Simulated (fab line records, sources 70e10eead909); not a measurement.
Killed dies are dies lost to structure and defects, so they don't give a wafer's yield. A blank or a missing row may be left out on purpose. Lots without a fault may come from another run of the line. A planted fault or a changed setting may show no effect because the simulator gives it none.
A struck lot beside a sound one | flow nand_harc | 13 steps out of a route of 1302
Sound: wafers L693.2, L693.4, L693.6. Struck: wafers L683.1, L683.3, L683.4. The cause comes at the end.
At each step with rows: each side's tool, then ch and its chambers, then its first start. Under that, the readings that differ: sound wafers | struck wafers | difference of the means | sigmas: that difference in standard deviations of wafers without a fault.
alike: readings whose means differ by less than 2 such deviations, and words and numbers that are the same on both sides. not compared: withheld readings, readings that some wafer has no value for, bounds like >300 that may hide the same value, and numbers for which the record gives no deviation and whose values overlap.
The two part at a step that has a row with sigmas, a row that says differs or no value, or rows on one side only. Numbers that don't overlap but have no deviation are shown without sigmas and don't part them. A reading that every wafer of one side lacks parts them only if that side has two wafers or more.

NHARC_A_WL_FILL_ALD_10: deposits SiO2, target thk 50 nm, pulse time 10 s, ald cycles 500.
  sound on ald_hk-02 ch 1,3, day 26 13:46; struck on ald_hk-02 ch 0,1,2, day 22 04:14
  alike: heater_power_w, precursor_pulse_height_rel
NHARC_A_WL_FILL_ETCHBACK_16: etches the open film in C4F8/O2/Ar, target depth 120 nm, time 24 s.
  sound on rie_diel-08 ch 0,2; struck on rie_diel-08 ch 0,1,2
  alike: oes_product_au, rf_vpp_V
  not compared: rf_hours_counter_h
then, 1 step without rows for these wafers: NHARC_A_WL_FILL_STRIP_29 (strips in O2, time 20 s).
NHARC_A_WL_FILL_ETCHBACK_17: etches the open film in Cl2/BCl3, target depth 4 nm, time 26.7 s.
  sound on rie_metal-03 ch 0,1, day 26 18:38; struck on rie_metal-03 ch 0,1, day 22 09:05
  alike: drypump_motor_current_A, oes_product_au
  not compared: rf_hours_counter_h
then, 6 steps without rows for these wafers: NHARC_A_WL_FILL_PRECLEAN_18 (cleans in dHF, time 30 s); NHARC_A_WL_FILL_SRD_21; NHARC_A_WL_FILL_CVD_23 (deposits poly-Si, target thk 40 nm, time 800 s); NHARC_A_WL_FILL_ETCHBACK_26 (etches the open film in HBr, target depth 52 nm, time 13.3 s); NHARC_A_WL_FILL_PRECLEAN_30 (cleans in dHF, time 10 s); NHARC_A_WL_FILL_SRD_14.
NHARC_A_WL_FILL_ALD_19: deposits TiN, target thk 2 nm, pulse time 3 s, ald cycles 100.
  sound on ald_metal-01 ch 2,3, day 27 00:08; struck on ald_metal-02 ch 1,3, day 22 14:40
  alike: heater_power_w, precursor_pulse_height_rel
NHARC_A_WL_FILL_CVD_20: deposits W, target thk 100 nm, time 74 s.
  sound on cvd_w-01 ch 0,1; struck on cvd_w-01 ch 1
  alike: chamber_pressure_Torr, heater_power_w, throttle_valve_pct
NHARC_A_WL_FILL_CMP_12: polishes, t overpolish 30 s, target thk 100 nm.
  sound on cmp-01 ch 0,2,3, day 27 00:35; struck on cmp-01 ch 0,1,2, day 22 15:25
  reading                | sound                | struck               | difference | sigmas
  overpolish_run_s (s)   | 30.023 30.011 30.009 | 25.004 25.919 30.005 | -3.038     | -99 or more
  time_to_endpoint_s (s) | 17 20 21             | 40 39 32             | +18        | +6
  alike: edge_zone_pressure_frac, motor_current_A

WHERE THEY PART
Only at NHARC_A_WL_FILL_CMP_12, within this record.

WHY: what the simulator had put in
Process parameter drift: cmp-01, from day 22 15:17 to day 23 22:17, at NHARC_A_WL_FILL_CMP_12. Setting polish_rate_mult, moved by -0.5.
